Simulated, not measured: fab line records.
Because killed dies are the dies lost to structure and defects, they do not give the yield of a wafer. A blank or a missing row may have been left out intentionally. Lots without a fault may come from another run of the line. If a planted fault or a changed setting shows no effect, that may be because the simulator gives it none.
Chamber matching | flow n5-finfet | rie-diel-05 running N5_BEOL_M4_DESCUM_16: 4 sister chambers
The step chemistry O2, time 7 s. 4 wafers are shown with their chamber, then 9 later ones without.

== WAFERS WITH THEIR CHAMBER ==
wafer  | chamber | showerhead-plenum-p-Torr (Torr)
L076.6 | 3       | 2.06
L080.5 | 1       | 2.18
L083.4 | 0       | 2.23
L083.5 | 2       | 2.13

== WAFERS MISSING THEIR CHAMBER ==
wafer  | showerhead-plenum-p-Torr (Torr)
L085.3 | 2.17
L085.5 | 2.22
L085.6 | 2.13
L086.1 | 2.22
L086.5 | 2.22
L086.6 | 2.13
L091.1 | 2.06
L091.2 | 2.22
L091.3 | 2.17

== WHICH CHAMBER EACH ONE RAN IN ==
wafer  | from the rows above | in truth
L085.3 | 1                   | 1
L085.5 | 0                   | 0
L085.6 | 2                   | 2
L086.1 | 0                   | 0
L086.5 | 0                   | 0
L086.6 | 2                   | 2
L091.1 | 3                   | 3
L091.2 | 0                   | 0
L091.3 | 1                   | 1
Placed correctly: 9 of 9. Left unplaced by these rows: 0. 0 placed wrongly.
How it was worked out, from the rows above alone: a wafer's distance from a chamber is the root of the sum, over the readings, of the square of ((its reading less the chamber's mean) divided by the reading's scatter). If the next closest chamber is less than 2 further off than the closest, the wafer can't be placed; otherwise it belongs to the closest. A chamber's mean is the mean of its shown wafers. The scatter (one wafer shown for each chamber): square how far every hidden wafer sits from the nearest shown wafer, average those squares and take the square root.
